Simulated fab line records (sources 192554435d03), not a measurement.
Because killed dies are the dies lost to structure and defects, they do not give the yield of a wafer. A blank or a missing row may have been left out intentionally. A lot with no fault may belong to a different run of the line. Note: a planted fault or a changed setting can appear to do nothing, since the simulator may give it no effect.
fab line records | flow n5-finfet
[record] lots = 5 | wafers = 15 | last-day = 17
route steps=1938 shown FIN_CUT@166 BEOL_M4@1111 PASSIVATION@1936
lots that met no fault: taken from a fault-free run of the same line
start-h: hours from the record's first day to the start of the lot's first wafer shown | wait-h: how many hours have passed since the lot's step before this one | " as in the row above | L1.1+2: several wafers, shown together as one row | - either no value or no given start | * or withheld: withheld | < > ~ a bound
route shown NAME@n: NAME is a module with steps in the file, n the number in the route of the first one | usual: average and standard deviation across the fault-free wafers | same: alike in all rows | chamber/n: place in a boat | sites: per-site readings | _std_site: the standard deviation of these | _edge_site: inner sites' mean taken away from outer sites' mean | radius-mm: for every site, how far away it sits from the centre of the wafer | mask NAME#n: copy n | behind: the last tool/chamber to shape the wafer | hold: why the lot went on hold/how many hours it stayed there/how the hold came to an end | device: which transistor (n, p or np) failed to switch | end of line: tests run on the same wafers once the route is complete | step lacking rows: just its recipe | killed: the dies lost at the first sort to structure and to defects; this is not the yield of the wafer | map: the dies of a wafer, with x for killed, . for not killed, _ for no die there
set.NAME: the setting the step ran with; set.NAME@STEP: the setting that earlier step ran with | model.NAME: the simulator's own value behind a step, which no gauge read
lots seen at some steps along the route; tables by step, rows by wafer
services: a tool's chamber out of use, with start hour (start-h, from the record's first day; less than 0 if before it), hours out, and reason
[[steps]]
[step N5_FIN_CUT_DESCUM_13]
[recipe] chemistry = O2 | time-s = 7 | source-power-w = 50 | bias-power-w = 20 | pressure-mtorr = 20 | rf-frequency-hz = 2.712e+07 | temp-c = 40 | resist = CAR-EUV | o2-flow-sccm = 225
[step N5_FIN_CUT_ETCH_30]
[recipe] chemistry = N2/H2 | target = underlayer | target-depth-a = 130 | mask-material = CAR-EUV | time-s = 10.4 | ion-energy-ev = 200 | pressure-mtorr = 30 | source-w = 840 | bias-w = 150 | n2-flow-sccm = 200 | h2-flow-sccm = 200 | ends = cleared
[step N5_FIN_CUT_ETCH_20]
[recipe] chemistry = CF4 | target = SiARC | target-depth-a = 260 | mask-material = CAR-EUV | time-s = 43.3 | ion-energy-ev = 80 | pressure-mtorr = 40 | source-w = 545 | bias-w = 36 | Ar_flow_sccm = 100 | cf4-flow-sccm = 100 | ends = cleared
[step N5_FIN_CUT_ETCH_21]
[recipe] chemistry = N2/H2 | target = SOC | target-depth-a = 2190 | overetch-a = 438 | mask-material = SiARC | temp-c = 40 | ion-energy-ev = 100 | bias-w = 61 | time-s = 523.5 | pressure-mtorr = 30 | source-w = 850 | n2-flow-sccm = 200 | h2-flow-sccm = 200
[step N5_FIN_CUT_STRIP_23]
[recipe] chemistry = N2/H2 | temp-c = 40 | n2-flow-sccm = 200 | h2-flow-sccm = 200 | rf-frequency-hz = 6e+07
[step N5_FIN_CUT_STRIP_31]
[recipe] chemistry = N2/H2 | temp-c = 40 | n2-flow-sccm = 200 | h2-flow-sccm = 200 | rf-frequency-hz = 6e+07
[step N5_FIN_CUT_STRIP_24]
[recipe] chemistry = CF4 | resist = SiARC | power-w = 300 | bias-power-w = 75 | pressure-mtorr = 50 | cf4-flow-sccm = 150 | rf-frequency-hz = 6e+07
[step N5_FIN_CUT_CUT_ETCH_26]
[recipe] chemistry = CH3F/O2 | target = SiNx | target-depth-a = 390 | mask-material = SOC | time-s = 55.7 | pressure-mtorr = 30 | source-w = 395 | bias-w = 73 | Ar_flow_sccm = 150 | CH3F_flow_sccm = 30 | O2_flow_sccm = 20 | ion-energy-ev = 120
[step N5_FIN_CUT_CUT_ETCH_27]
[recipe] chemistry = CHF3/O2 | target = SiO2 | target-depth-a = 40 | mask-material = SOC | overetch-a = 20 | time-s = 4.9 | pressure-mtorr = 30 | source-w = 650 | bias-w = 170 | Ar_flow_sccm = 200 | CHF3_flow_sccm = 50 | O2_flow_sccm = 5 | ion-energy-ev = 200
[step N5_FIN_CUT_PRECLEAN_35]
[recipe] time-s = 13.3 | temp-c = 45 | pressure-torr = 125 | p-hf-torr = 3 | p-coreactant-torr = 25 | chemistry = vHF
[step N5_FIN_CUT_CUT_ETCH_15]
[recipe] chemistry = HBr/Cl2/O2 | target = Si | target-depth-a = 1000 | bt-time-s = 10 | mask-material = SOC | time-s = 42.4 | ion-energy-ev = * | bias-w = * | pressure-mtorr = 10 | icp-w = 800 | HBr_flow_sccm = 150 | Cl2_flow_sccm = 80 | O2_flow_sccm = 12
[step N5_FIN_CUT_CUT_ETCH_28]
[recipe] chemistry = HBr/Cl2/O2 | target = Si | target-depth-a = 60 | mask-material = SOC | time-s = 2.4 | ion-energy-ev = * | bias-w = * | pressure-mtorr = 10 | icp-w = 800 | HBr_flow_sccm = 150 | Cl2_flow_sccm = 80 | O2_flow_sccm = 12
[usual] HBr_flow_sccm = 150.0/0.43 | O2_flow_sccm = 12.00/0.03 | drypump-motor-current-A = 5.4/0.47 | oes-product-au = 1.001/0.016 | throttle-valve-pct = 37.07/0.19
lot.wafer | tool      | chamber | start-h | wait-h | HBr_flow_sccm | O2_flow_sccm | drypump-motor-current-A | oes-product-au | rf-hours-counter-h | throttle-valve-pct | model.SOC_of_FIN_CUT_COAT_18.thk-nm
L436.1    | rie-si-02 | 3       | 58.42   | 0.0    | 150.4         | 12.05        | 4.9                     | 0.970          | 40                 | 36.81              | 168.2
L436.2    | "         | 0       | "       | "      | 150.6         | 11.96        | 4.9                     | 0.996          | 0                  | 36.97              | 167.4
L436.3    | "         | 2       | "       | "      | 148.7         | 12.00        | 6.5                     | 0.999          | 1                  | 36.85              | 167.6
L442.3    | rie-si-02 | 3       | 95.50   | 0.0    | -             | -            | -                       | -              | -                  | -                  | 171.2
L442.5    | "         | 1       | "       | "      | -             | -            | -                       | -              | -                  | -                  | 170.6
L442.6    | "         | 0       | "       | "      | -             | -            | -                       | -              | -                  | -                  | 170.6
L443.2    | rie-si-05 | 0       | 99.69   | 0.0    | -             | -            | -                       | -              | -                  | -                  | 170.4
L443.5    | "         | 3       | "       | "      | -             | -            | -                       | -              | -                  | -                  | 170
L443.6    | "         | 2       | "       | "      | -             | -            | -                       | -              | -                  | -                  | 170.2
L444.1    | rie-si-02 | 2       | 107.83  | 0.0    | -             | -            | -                       | -              | -                  | -                  | 170.2
L444.2    | "         | 0       | "       | "      | -             | -            | -                       | -              | -                  | -                  | 170.8
L444.4    | "         | 3       | "       | "      | -             | -            | -                       | -              | -                  | -                  | 171
L452.1    | rie-si-05 | 1       | 154.55  | 0.0    | 149.5         | 12.00        | 5.0                     | 1.003          | 179                | 37.08              | 167.4
L452.4    | "         | 3       | "       | "      | 149.4         | 11.98        | 5.4                     | 1.014          | 32                 | 36.85              | 168.2
L452.5    | "         | 2       | "       | "      | 150.4         | 11.98        | 6.0                     | 1.008          | -                  | 37.37              | 168.2
[step N5_FIN_CUT_STRIP_22]
[recipe] chemistry = N2/H2 | power-w = 500 | temp-c = 40 | pressure-mtorr = 50 | rf-frequency-hz = 6e+07 | overash-fraction = 0.3 | bias-power-w = 8 | h2-frac = 0.5 | n2-flow-sccm = 300 | h2-flow-sccm = 300
[step N5_BEOL_M4_RC_MEAS_101]
[usual] DIBL_N = 36.4/1.5 | DIBL_P = 36.4/1.6 | IOFF_N = 0.164/0.025 | IOFF_P = 0.214/0.028 | ION_N = 675/9.9 | ION_P = 463/6.5 | SS_N = 71.5/0.5 | SS_P = 73.3/0.56 | VT_N = 249.2/2.7 | VT_P = -250.1/2.8
lot.wafer | tool      | chamber | start-h | wait-h | DIBL_N[mV/V] | DIBL_P[mV/V] | IOFF_N[nA/um] | IOFF_P[nA/um] | ION_N[uA/um] | ION_P[uA/um] | SS_N[mV/dec] | SS_P[mV/dec] | VT_N[mV] | VT_P[mV]
L436.1    | prober-01 | 0       | 195.37  | 0.0    | 39.4         | 37.2         | 0.204         | 0.238         | 702          | 475          | 72.0         | 73.7         | 246.6    | -247.6
L436.2    | "         | 0       | "       | "      | 37.3         | 35.1         | 0.166         | 0.205         | 679          | 461          | 71.6         | 73.0         | 250.2    | -251.2
L436.3    | "         | 0       | "       | "      | 38.9         | 35.5         | 0.195         | 0.217         | 683          | 458          | 72.0         | 73.9         | 246.6    | -249.3
L452.1    | prober-02 | 0       | 291.48  | 0.0    | 35.6         | 35.2         | 0.155         | 0.181         | 667          | 458          | 72.2         | 73.3         | 249.0    | -252.2
L452.4    | "         | 0       | "       | "      | 35.3         | 35.7         | 0.161         | 0.185         | 686          | 469          | 71.6         | 72.5         | 249.0    | -252.1
L452.5    | "         | 0       | "       | "      | 33.9         | 32.8         | 0.131         | 0.148         | 667          | 453          | 71.3         | 72.8         | 250.3    | -256.1
[step N5_PASSIVATION_PROBE_49]
[usual] defect-limited-yield = 91.1/1.4 | killed_at_M0_to_M3 = 35/8.7 | killed_at_M4_up = 14/5.3 | killed-at-contacts = 12/6.2 | killed-at-front-end = 41/12 | killed-at-other = 3.4/2.6 | killed-dies = 105/16 | killed-on-rim = 14/3.8 | killed-open = 67/13 | killed-short = 36/7.3 | sort_bin_5_function = 5.2/0.96 | sort_bin_6_memory = 3.3/0.6 | sort-n-pass = 1075/16 | sort-yield-pct = 91.1/1.4
[same] gross-dies = 1180 | killed-at-back-side = 0 | sort_bin_4_leakage[%] = 0 | sort_bin_8_speed[%] = 0
lot.wafer | tool      | chamber | start-h | wait-h | defect-limited-yield[%] | killed_at_M0_to_M3 | killed_at_M4_up | killed-at-contacts | killed-at-front-end | killed-at-other | killed-dies | killed-on-rim | killed-open | killed-short | sort_bin_5_function[%] | sort_bin_6_memory[%] | sort-n-pass | sort-yield-pct[%]
L436.1    | prober-01 | -       | 290.52  | 0.2    | 90.7                    | 42                 | 8               | 9                  | 50                  | 1               | 110         | 13            | 77          | 32           | 5.0                    | 3.8                  | 1070        | 90.7
L436.2    | prober-01 | -       | 290.57  | 0.3    | 88.9                    | 48                 | 11              | 10                 | 62                  | 0               | 131         | 13            | 84          | 47           | 6.9                    | 3.6                  | 1049        | 88.9
L436.3    | prober-01 | -       | 290.62  | 0.3    | 90.4                    | 40                 | 5               | 13                 | 55                  | 0               | 113         | 16            | 64          | 48           | 5.8                    | 3.5                  | 1067        | 90.4
L442.3    | prober-01 | -       | 336.20  | 0.1    | 0                       | 48                 | 8               | 11                 | 1110                | 3               | 1180        | 152           | 58          | 49           | 96.1                   | 3.3                  | 0           | 0
L442.5    | prober-01 | -       | 336.30  | 0.2    | 0                       | 29                 | 13              | 13                 | 1120                | 5               | 1180        | 152           | 67          | 37           | 96.0                   | 3.7                  | 0           | 0
L442.6    | prober-01 | -       | 336.35  | 0.3    | 0                       | 36                 | 11              | 7                  | 1125                | 1               | 1180        | 152           | 66          | 22           | 96.8                   | 2.9                  | 0           | 0
L444.1    | prober-02 | -       | 345.30  | 0.0    | 0                       | 31                 | 24              | 6                  | 1119                | 0               | 1180        | 152           | 69          | 36           | 96.5                   | 3.2                  | 0           | 0
L444.2    | prober-02 | -       | 345.35  | 0.1    | 0                       | 35                 | 20              | 13                 | 1107                | 5               | 1180        | 152           | 72          | 24           | 96.9                   | 3.0                  | 0           | 0
L444.4    | prober-02 | -       | 345.45  | 0.2    | 0                       | 40                 | 27              | 2                  | 1103                | 8               | 1180        | 152           | 56          | 36           | 96.6                   | 2.9                  | 0           | 0
L443.2    | prober-02 | -       | 347.96  | 0.2    | 0                       | 42                 | 12              | 10                 | 1112                | 4               | 1180        | 152           | 81          | 50           | 95.8                   | 3.9                  | 0           | 0
L443.5    | prober-02 | -       | 348.11  | 0.4    | 0                       | 25                 | 11              | 5                  | 1139                | 0               | 1180        | 152           | 47          | 32           | 96.9                   | 2.5                  | 0           | 0
L443.6    | prober-02 | -       | 348.16  | 0.4    | 0                       | 42                 | 17              | 7                  | 1111                | 3               | 1180        | 152           | 59          | 30           | 96.0                   | 3.6                  | 0           | 0
L452.1    | prober-01 | -       | 402.36  | 0.0    | 92.8                    | 25                 | 7               | 13                 | 36                  | 4               | 85          | 3             | 57          | 28           | 4.2                    | 2.7                  | 1095        | 92.8
L452.4    | prober-01 | -       | 402.51  | 0.2    | 91.1                    | 37                 | 12              | 12                 | 43                  | 1               | 105         | 10            | 74          | 30           | 4.6                    | 3.8                  | 1075        | 91.1
L452.5    | prober-01 | -       | 402.56  | 0.2    | 91.7                    | 44                 | 10              | 11                 | 24                  | 9               | 98          | 16            | 58          | 37           | 4.3                    | 3.5                  | 1082        | 91.7
// killed by level:class
L436.1 FIN_SAQP:geometric-particle:open=19 BEOL_M1:geometric-particle:open=11 BEOL_M0_SAQP:geometric-particle:open=10 FIN_SAQP:geometric-particle:short=8 MOL_CONTACT_COAG:geometric-particle:open=8 DUMMY_GATE:geometric-particle:open=7 BEOL_M0_SAQP:geometric-particle:short=6 STI_FIN_REVEAL:geometric-particle:open=5
L436.2 FIN_SAQP:geometric-particle:open=31 BEOL_M0_SAQP:geometric-particle:short=18 BEOL_M0_SAQP:geometric-particle:open=16 FIN_SAQP:geometric-particle:short=13 MOL_CONTACT_COAG:geometric-particle:open=8 BEOL_M2:geometric-particle:open=6 BEOL_M1:geometric-particle:open=4 STARTING-WAFER:geometric-particle:open=3
L436.3 FIN_SAQP:geometric-particle:open=21 FIN_SAQP:geometric-particle:short=11 MOL_CONTACT_COAG:geometric-particle:open=11 BEOL_M0_SAQP:geometric-particle:short=9 GATE_CUT:geometric-particle:short=8 BEOL_M2:geometric-particle:short=8 BEOL_M3:geometric-particle:open=7 BEOL_M1:geometric-particle:open=6
L442.3 FIN_CUT:area-etch=1072 BEOL_M0_SAQP:geometric-particle:short=17 BEOL_M0_SAQP:geometric-particle:open=13 FIN_SAQP:geometric-particle:open=9 STI_FIN_REVEAL:geometric-particle:open=8 BEOL_M1:geometric-particle:open=8 GATE_CUT:geometric-particle:short=7 MOL_CONTACT_COAG:geometric-particle:open=7
L442.5 FIN_CUT:area-etch=1073 STI_FIN_REVEAL:geometric-particle:open=15 MOL_CONTACT_COAG:geometric-particle:open=10 DUMMY_GATE:geometric-particle:open=6 BEOL_M0:geometric-particle:open=6 BEOL_M4:geometric-particle:open=5 STI_FIN_REVEAL:geometric-particle:short=4 BEOL_M0:geometric-particle:short=4
L442.6 FIN_CUT:area-etch=1091 STI_FIN_REVEAL:geometric-particle:open=9 BEOL_M2:geometric-particle:open=7 BEOL_M3:geometric-particle:open=7 DUMMY_GATE:geometric-particle:open=6 MOL_CONTACT_COAG:geometric-particle:open=6 BEOL_M0_SAQP:geometric-particle:open=6 BEOL_M0_SAQP:geometric-particle:short=5
L444.1 FIN_CUT:area-etch=1071 BEOL_M3:geometric-particle:open=11 BEOL_M4:geometric-particle:open=11 DUMMY_GATE:geometric-particle:open=8 FIN_SAQP:geometric-particle:open=7 STI_FIN_REVEAL:geometric-particle:open=6 MOL_CONTACT_COAG:geometric-particle:open=5 BEOL_M0_SAQP:geometric-particle:short=5
L444.2 FIN_CUT:area-etch=1083 MOL_CONTACT_COAG:geometric-particle:open=12 BEOL_M4:geometric-particle:open=12 BEOL_M0_SAQP:geometric-particle:short=9 BEOL_M0_SAQP:geometric-particle:open=7 FIN_SAQP:geometric-particle:open=6 BEOL_M2:geometric-particle:open=6 BEOL_M3:geometric-particle:open=6
L444.4 FIN_CUT:area-etch=1087 BEOL_M0_SAQP:geometric-particle:open=10 BEOL_M0_SAQP:geometric-particle:short=9 BEOL_M4:geometric-particle:open=9 BEOL_M1:geometric-particle:open=6 BEOL_M1:geometric-particle:short=6 BEOL_M2:geometric-particle:open=5 BEOL_M7:geometric-particle:open=5
L443.2 FIN_CUT:area-etch=1048 FIN_SAQP:geometric-particle:open=29 BEOL_M0_SAQP:geometric-particle:short=15 FIN_SAQP:geometric-particle:short=13 MOL_CONTACT_COAG:geometric-particle:open=8 BEOL_M3:geometric-particle:open=8 BEOL_M0_SAQP:geometric-particle:open=7 BEOL_M2:geometric-particle:open=6
L443.5 FIN_CUT:area-etch=1101 FIN_SAQP:geometric-particle:open=8 BEOL_M0_SAQP:geometric-particle:open=7 BEOL_M0_SAQP:geometric-particle:short=7 FIN_SAQP:geometric-particle:short=6 GATE_CUT:geometric-particle:short=6 BEOL_M5:geometric-particle:open=5 GATE_CUT:geometric-particle:open=5
L443.6 FIN_CUT:area-etch=1087 BEOL_M3:geometric-particle:open=8 GATE_CUT:geometric-particle:short=7 GATE_CUT:geometric-particle:open=7 MOL_CONTACT_COAG:geometric-particle:open=7 BEOL_M0_SAQP:geometric-particle:short=7 BEOL_M2:geometric-particle:open=7 BEOL_M0_SAQP:geometric-particle:open=5
L452.1 MOL_CONTACT_COAG:geometric-particle:open=10 FIN_SAQP:geometric-particle:open=9 BEOL_M0_SAQP:geometric-particle:open=8 STI_FIN_REVEAL:geometric-particle:open=7 STARTING-WAFER:geometric-particle:short=6 BEOL_M0_SAQP:geometric-particle:short=5 BEOL_M3:geometric-particle:open=4 BEOL_M1:geometric-particle:open=4
L452.4 MOL_CONTACT_COAG:geometric-particle:open=12 BEOL_M0_SAQP:geometric-particle:open=12 STI_FIN_REVEAL:geometric-particle:open=11 BEOL_M4:geometric-particle:open=9 GATE_CUT:geometric-particle:short=8 BEOL_M1:geometric-particle:open=7 BEOL_M0_SAQP:geometric-particle:short=7 BEOL_M3:geometric-particle:open=5
L452.5 BEOL_M0_SAQP:geometric-particle:short=14 BEOL_M2:geometric-particle:open=11 MOL_CONTACT_COAG:geometric-particle:open=9 BEOL_M0_SAQP:geometric-particle:open=9 BEOL_M3:geometric-particle:open=5 STI_FIN_REVEAL:geometric-particle:open=4 STARTING-WAFER:geometric-particle:short=4 STARTING-WAFER:geometric-particle:open=3
// map L442.3 (x killed, . not)
_________________xxxxxxxxxxxx________________
______________xxxxxxxxxxxxxxxxxx_____________
___________xxxxxxxxxxxxxxxxxxxxxxxx__________
__________xxxxxxxxxxxxxxxxxxxxxxxxxx_________
________xxxxxxxxxxxxxxxxxxxxxxxxxxxxxx_______
_______xxxxxxxxxxxxxxxxxxxxxxxxxxxxxxxx______
______xxxxxxxxxxxxxxxxxxxxxxxxxxxxxxxxxx_____
_____xxxxxxxxxxxxxxxxxxxxxxxxxxxxxxxxxxxx____
____xxxxxxxxxxxxxxxxxxxxxxxxxxxxxxxxxxxxxx___
___xxxxxxxxxxxxxxxxxxxxxxxxxxxxxxxxxxxxxxxx__
___xxxxxxxxxxxxxxxxxxxxxxxxxxxxxxxxxxxxxxxx__
__xxxxxxxxxxxxxxxxxxxxxxxxxxxxxxxxxxxxxxxxxx_
__xxxxxxxxxxxxxxxxxxxxxxxxxxxxxxxxxxxxxxxxxx_
_xxxxxxxxxxxxxxxxxxxxxxxxxxxxxxxxxxxxxxxxxxxx
_xxxxxxxxxxxxxxxxxxxxxxxxxxxxxxxxxxxxxxxxxxxx
_xxxxxxxxxxxxxxxxxxxxxxxxxxxxxxxxxxxxxxxxxxxx
_xxxxxxxxxxxxxxxxxxxxxxxxxxxxxxxxxxxxxxxxxxxx
_xxxxxxxxxxxxxxxxxxxxxxxxxxxxxxxxxxxxxxxxxxxx
_xxxxxxxxxxxxxxxxxxxxxxxxxxxxxxxxxxxxxxxxxxxx
_xxxxxxxxxxxxxxxxxxxxxxxxxxxxxxxxxxxxxxxxxxxx
_xxxxxxxxxxxxxxxxxxxxxxxxxxxxxxxxxxxxxxxxxxxx
__xxxxxxxxxxxxxxxxxxxxxxxxxxxxxxxxxxxxxxxxxx_
__xxxxxxxxxxxxxxxxxxxxxxxxxxxxxxxxxxxxxxxxxx_
___xxxxxxxxxxxxxxxxxxxxxxxxxxxxxxxxxxxxxxxx__
___xxxxxxxxxxxxxxxxxxxxxxxxxxxxxxxxxxxxxxxx__
____xxxxxxxxxxxxxxxxxxxxxxxxxxxxxxxxxxxxxx___
_____xxxxxxxxxxxxxxxxxxxxxxxxxxxxxxxxxxxx____
______xxxxxxxxxxxxxxxxxxxxxxxxxxxxxxxxxx_____
_______xxxxxxxxxxxxxxxxxxxxxxxxxxxxxxxx______
________xxxxxxxxxxxxxxxxxxxxxxxxxxxxxx_______
__________xxxxxxxxxxxxxxxxxxxxxxxxxx_________
___________xxxxxxxxxxxxxxxxxxxxxxxx__________
______________xxxxxxxxxxxxxxxxxx_____________
_________________xxxxxxxxxxxx________________
// map L443.2 (x killed, . not)
_________________xxxxxxxxxxxx________________
______________xxxxxxxxxxxxxxxxxx_____________
___________xxxxxxxxxxxxxxxxxxxxxxxx__________
__________xxxxxxxxxxxxxxxxxxxxxxxxxx_________
________xxxxxxxxxxxxxxxxxxxxxxxxxxxxxx_______
_______xxxxxxxxxxxxxxxxxxxxxxxxxxxxxxxx______
______xxxxxxxxxxxxxxxxxxxxxxxxxxxxxxxxxx_____
_____xxxxxxxxxxxxxxxxxxxxxxxxxxxxxxxxxxxx____
____xxxxxxxxxxxxxxxxxxxxxxxxxxxxxxxxxxxxxx___
___xxxxxxxxxxxxxxxxxxxxxxxxxxxxxxxxxxxxxxxx__
___xxxxxxxxxxxxxxxxxxxxxxxxxxxxxxxxxxxxxxxx__
__xxxxxxxxxxxxxxxxxxxxxxxxxxxxxxxxxxxxxxxxxx_
__xxxxxxxxxxxxxxxxxxxxxxxxxxxxxxxxxxxxxxxxxx_
_xxxxxxxxxxxxxxxxxxxxxxxxxxxxxxxxxxxxxxxxxxxx
_xxxxxxxxxxxxxxxxxxxxxxxxxxxxxxxxxxxxxxxxxxxx
_xxxxxxxxxxxxxxxxxxxxxxxxxxxxxxxxxxxxxxxxxxxx
_xxxxxxxxxxxxxxxxxxxxxxxxxxxxxxxxxxxxxxxxxxxx
_xxxxxxxxxxxxxxxxxxxxxxxxxxxxxxxxxxxxxxxxxxxx
_xxxxxxxxxxxxxxxxxxxxxxxxxxxxxxxxxxxxxxxxxxxx
_xxxxxxxxxxxxxxxxxxxxxxxxxxxxxxxxxxxxxxxxxxxx
_xxxxxxxxxxxxxxxxxxxxxxxxxxxxxxxxxxxxxxxxxxxx
__xxxxxxxxxxxxxxxxxxxxxxxxxxxxxxxxxxxxxxxxxx_
__xxxxxxxxxxxxxxxxxxxxxxxxxxxxxxxxxxxxxxxxxx_
___xxxxxxxxxxxxxxxxxxxxxxxxxxxxxxxxxxxxxxxx__
___xxxxxxxxxxxxxxxxxxxxxxxxxxxxxxxxxxxxxxxx__
____xxxxxxxxxxxxxxxxxxxxxxxxxxxxxxxxxxxxxx___
_____xxxxxxxxxxxxxxxxxxxxxxxxxxxxxxxxxxxx____
______xxxxxxxxxxxxxxxxxxxxxxxxxxxxxxxxxx_____
_______xxxxxxxxxxxxxxxxxxxxxxxxxxxxxxxx______
________xxxxxxxxxxxxxxxxxxxxxxxxxxxxxx_______
__________xxxxxxxxxxxxxxxxxxxxxxxxxx_________
___________xxxxxxxxxxxxxxxxxxxxxxxx__________
______________xxxxxxxxxxxxxxxxxx_____________
_________________xxxxxxxxxxxx________________
[[services]]
tool      | chamber | start-h | hours | kind
rie-si-02 | -       | 54.60   | 2.8   | pm
rie-si-05 | 2       | 69.49   | 6.8   | repair
rie-si-05 | 3       | 102.40  | 6.3   | repair
[[key]]
[first-sign] step = N5_FIN_CUT_CUT_ETCH_28 | reading = tool-record | direction = missing
[effect] step = N5_PASSIVATION_PROBE_49 | reading = sort_bin_5_function | direction = up | sigmas = 95 | usual = 5.2 | struck = 96.4
[model-effect] step = N5_FIN_CUT_CUT_ETCH_28 | value = SOC_of_FIN_CUT_COAT_18.thk-nm | without = 168.9 | struck = 170.6
[more-kills-born-at] N5_FIN_CUT_CUT_ETCH_28@rie-si-02 = 6477 | N5_FIN_CUT_CUT_ETCH_28@rie-si-05 = 3236
met-at N5_FIN_CUT_CUT_ETCH_28
struck-wafers L442.3,L442.5,L442.6,L443.2,L443.5,L443.6,L444.1,L444.2,L444.4
later-rows-left-out L442.3,L442.5,L442.6,L443.2,L443.5,L443.6,L444.1,L444.2,L444.4
onset-between 58.42 95.50
[fault] kind = skipped-step-whole | tool = rie-si-02,rie-si-05 | chamber = - | onset-h = 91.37 | steps = N5_FIN_CUT_CUT_ETCH_28 | scope = struck-lots-only
// later-rows-left-out: the simulator's readings of these wafers behind a module that went badly wrong aren't trusted and aren't shown, but for the sort
